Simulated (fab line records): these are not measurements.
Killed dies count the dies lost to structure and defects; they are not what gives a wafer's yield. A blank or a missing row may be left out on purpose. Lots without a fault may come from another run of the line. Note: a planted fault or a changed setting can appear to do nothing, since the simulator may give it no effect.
Problem report in the 8D (eight disciplines) form, filled by code	flow n5 finfet	the parts of the form that need people (team, actions taken, sign-off) are left out

1. PROBLEM STATEMENT
killed at front end at N5_PASSIVATION_PROBE_49 reads a mean of 96 on 6 wafers of 2 lots; wafers without a fault read 35 with a standard deviation of 10. Measured from the usual mean, that is +6.1 standard deviations.
Seen first at day 14 09:35 on prober-01, wafer L121.1. At this step, 6 wafers from 2 lots have a number in the record. The rule behind "out" and "out of limits": a value lying over 4 standard deviations away from the usual mean. The rest of the wafers with a number are treated as sound.

2. WHAT IT IS, WHAT IT ISN'T
question	is	is not
which readings at this step	killed at front end	killed_at_M0_to_M3, killed_at_M4_up, killed at contacts, killed open, sort_bin_6_memory, sort n pass, sort yield pct
which lots	L121, L127	-
which wafers of those lots	all that have a number	-
read on which tools	prober-01	-
when	from day 14 09:35	up to then (0 sound wafers)

3. THE SUSPECTS, EACH WITH WHAT RULES IT OUT
Counting: any tool at a process step up to the reading is kept as a suspect provided that every lot that is out went through it and no sound lot did after the first of them.
- rie metal-02 at N5_GATE_CUT_CUT_ETCH_55 (etches HfO2 in BCl3, target depth 3.2 nm): kept. It ran every lot that is out, first L121 (day 6 18:23), and no sound lot after that.
- prober-01 at N5_PASSIVATION_PROBE_49: kept. It ran every lot that is out, first L121 (day 14 09:35), and no sound lot after that. Its own killed at front end readings are out on those wafers.
Left after counting: rie metal-02 at N5_GATE_CUT_CUT_ETCH_55, prober-01 at N5_PASSIVATION_PROBE_49.

4. THE CAUSE (what the simulator had put in)
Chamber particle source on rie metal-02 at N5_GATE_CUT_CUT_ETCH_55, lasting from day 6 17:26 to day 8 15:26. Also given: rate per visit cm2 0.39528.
After counting, 2 suspects remain, this tool included.

5. THE EFFECT CHAIN, in route order
One row per reading whose mean, taken over the struck wafers that have a number, lies over 3 standard deviations from the usual. Only readings whose record carries a usual standard deviation are examined. hours: median over the lots of the time between each lot's start at the first step of this table that gives one and its start at this step. sigmas: the change, counted in usual standard deviations.
hours	step	reading	usual	on struck wafers	change	sigmas
0	N5_PASSIVATION_PROBE_49	defect limited yield	91.7 %	87.0	-4.7	-3.4
0	N5_PASSIVATION_PROBE_49	killed at front end	35	96	+61	+6.1
0	N5_PASSIVATION_PROBE_49	killed dies	98	154	+56	+3.3
0	N5_PASSIVATION_PROBE_49	sort_bin_5_function	4.8 %	8.4	+3.6	+4.0
It contains these process steps:
- N5_PASSIVATION_PROBE_49

6. WHAT WOULD HAVE CAUGHT IT SOONER
184 hours passed between the start of the fault at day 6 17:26 and the first reading out of limits in this record, taken at day 14 09:35.
Of the tool readings at N5_GATE_CUT_CUT_ETCH_55 for which the record gives a usual standard deviation, none was out on any struck wafer, so an alarm limit of 4 standard deviations on them would not have fired.
Each of the lots that are out, 2 in all, had begun N5_GATE_CUT_CUT_ETCH_55 on rie metal-02 no later than day 14 09:35. Holding the tool at that point would not have protected any of them.
